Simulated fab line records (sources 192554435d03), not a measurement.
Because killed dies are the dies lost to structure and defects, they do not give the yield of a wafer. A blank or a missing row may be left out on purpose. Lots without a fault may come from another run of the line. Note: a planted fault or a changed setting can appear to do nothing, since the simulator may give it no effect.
Which of the tools did it? / flow n5 finfet / 33 wafers from 11 lots sampled at 2 of the route's 1938 steps

== WHAT THE GAUGES SHOWED, per wafer ==
N5_DUMMY_GATE_THK_MEAS_05.
lot=L076; measured=day 3 06:38; on=film metro-02; thk nm (nm)=73.2 71.1 71.2
lot=L078; measured=day 3 20:28; on=film metro-02; thk nm (nm)=72.0 69.8 72.3
lot=L080; measured=day 4 05:14; on=film metro-01; thk nm (nm)=72.8 71.6 71.7
lot=L082; measured=day 4 16:42; on=film metro-02; thk nm (nm)=73.5 73.5 73.0
lot=L084; measured=day 5 04:56; on=film metro-02; thk nm (nm)=72.1 72.5 74.2
lot=L086; measured=day 6 00:16; on=film metro-02; thk nm (nm)=70.7 71.1 72.6
lot=L088; measured=day 6 07:33; on=film metro-01; thk nm (nm)=69.6 71.7 71.4
lot=L090; measured=day 6 22:48; on=film metro-02; thk nm (nm)=71.3 70.7 70.4
lot=L092; measured=day 7 06:06; on=film metro-02; thk nm (nm)=72.4 73.1 70.1
lot=L094; measured=day 7 17:22; on=film metro-02; thk nm (nm)=70.1 70.4 71.6
lot=L096; measured=day 8 05:03; on=film metro-01; thk nm (nm)=69.4 71.8 70.1

== EACH LOT AND THE TOOL THAT RAN IT (in order: tool; ch and the chambers of the sampled wafers; start) ==
lot=L076; N5_DUMMY_GATE_ALD_02=ald sin-02 ch 0,2,3, day 3 02:34
lot=L078; N5_DUMMY_GATE_ALD_02=ald sin-01 ch 1,2,3, day 3 16:23
lot=L080; N5_DUMMY_GATE_ALD_02=ald sin-04 ch 1,3, day 4 01:09
lot=L082; N5_DUMMY_GATE_ALD_02=ald sin-04 ch 0,1,2, day 4 12:36
lot=L084; N5_DUMMY_GATE_ALD_02=ald sin-01 ch 0,2,3, day 5 00:51
lot=L086; N5_DUMMY_GATE_ALD_02=ald sin-01 ch 0,2,3, day 5 13:27
lot=L088; N5_DUMMY_GATE_ALD_02=ald sin-02 ch 0,1, day 6 02:22
lot=L090; N5_DUMMY_GATE_ALD_02=ald sin-02 ch 0,2,3, day 6 15:28
lot=L092; N5_DUMMY_GATE_ALD_02=ald sin-04 ch 0,3, day 6 23:44
lot=L094; N5_DUMMY_GATE_ALD_02=ald sin-01 ch 2,3, day 7 13:08
lot=L096; N5_DUMMY_GATE_ALD_02=ald sin-02 ch 0,1,2, day 8 00:58
- N5_DUMMY_GATE_ALD_02: deposits SiO2, target thk 2 nm, pulse time 1 s.

== THE ANSWER, worked out from the rows above alone ==
Rule: the lots themselves supply what counts as usual. The widest of any qualifying gaps counts: lots, ordered by their means at a reading, are off when they make up no more than a third of the lots, leave a main group of 4 or more, and stand apart from it by 3 or more times the standard deviation of that group's means. Not used: any main group whose means are identical at the precision the tables above print for the reading. A lot without any number at a reading at which 4 lots or more have one is off too. All remaining lots with rows at the step are treated as sound.
Across all readings shown, no lot is off: no conclusion can be drawn from this.

== WHAT THE SIMULATOR PUT IN ==
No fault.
